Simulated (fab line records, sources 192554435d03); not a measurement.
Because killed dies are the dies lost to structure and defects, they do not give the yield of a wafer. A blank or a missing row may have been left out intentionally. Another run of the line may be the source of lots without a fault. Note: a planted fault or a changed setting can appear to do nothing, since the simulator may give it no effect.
A single fault, viewed from 2 desks -- flow n5_finfet -- each desk has only its own numbers; what lay behind them comes last

## METROLOGY DESK
What the gauges read for every lot (on any tool): the sampled wafers with a number, averaged. A lot is out of limits, marked OUT, if its mean lies more than 4 standard deviations from the usual mean; the brackets give that distance. 7 of its 11 readings are shown, namely those furthest out on some lot.
Columns: A = M3_THK at N5_BEOL_M3_THK_MEAS_53, usual 39.5 nm; B = DIBL_N at N5_BEOL_M4_RC_MEAS_101, usual 37.5 mV/V; C = DIBL_P at N5_BEOL_M4_RC_MEAS_101, usual 38 mV/V; D = ION_N at N5_BEOL_M4_RC_MEAS_101, usual 679 uA/um; E = SS_N at N5_BEOL_M4_RC_MEAS_101, usual 72.0 mV/dec; F = SS_P at N5_BEOL_M4_RC_MEAS_101, usual 73.7 mV/dec; G = VT_P at N5_BEOL_M4_RC_MEAS_101, usual -249 mV
lot,first seen here,A,B,C,D,E,F,G
L886,day 8 08:20,39.0,36.8,37,670,71.9,73.2,-250
L887,day 8 10:55,38.9,39.2,40,687,72.2,74.8,-245
L888,day 8 12:58,40.5,34.6,34,660,70.3,72.7,-251
L891,day 10 03:59,37.3,39.0,40,690,71.9,74.4,-246
L903,day 12 23:55,38.2,39.9,38,680,72.6,74.0,-247
L906,day 13 14:56,42.6,33.6,35,674,71.8,72.7,-249
Finding of this desk: none of the 6 lots has anything out of limits.

## FOR THE TOOL OWNER'S DESK: cvd_co-02
The tool's own readings at N5_BEOL_M3_CO_CAP_55 (material Co, precursor CCTBA/H2, target thk 2 nm, time 102.1 s): means of the sampled wafers that have a number, for each lot that ran on this tool. A lot is out of limits, marked OUT, if its mean lies more than 4 standard deviations from the usual mean; the brackets give that distance.
Columns: A = heater_power_w at N5_BEOL_M3_CO_CAP_55, usual 239 W; B = run_length_s at N5_BEOL_M3_CO_CAP_55, usual 125.1 s
lot,first seen here,A,B
L886,day 8 08:25,220,143.4 (+28) OUT
L887,day 8 10:59,218,143.4 (+28) OUT
L903,day 13 00:03,215,125.4
L906,day 13 15:01,218,125.1
This desk finds L886, L887 out of limits, L886 being first, at day 8 08:25 (run_length_s at N5_BEOL_M3_CO_CAP_55). Within limits: L903, L906.

## BROUGHT TOGETHER
The tool owner's desk could have raised an alarm at day 8 08:25, on L886, L887.
Nothing out of limits was seen by the metrology desk.
The metrology desk holds a record of L886, L887, inside its limits.
The lots listed all ran N5_BEOL_M3_CO_CAP_55 on cvd_co-02.

## WHAT THE SIMULATOR HAD PUT IN
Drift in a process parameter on cvd_co-02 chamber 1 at N5_BEOL_M3_CO_CAP_55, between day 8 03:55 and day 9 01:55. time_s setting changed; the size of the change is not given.
Lots struck among those shown: L886, L887.
Each desk's first reading out of limits, in hours after the fault started: the tool owner's desk, 4.
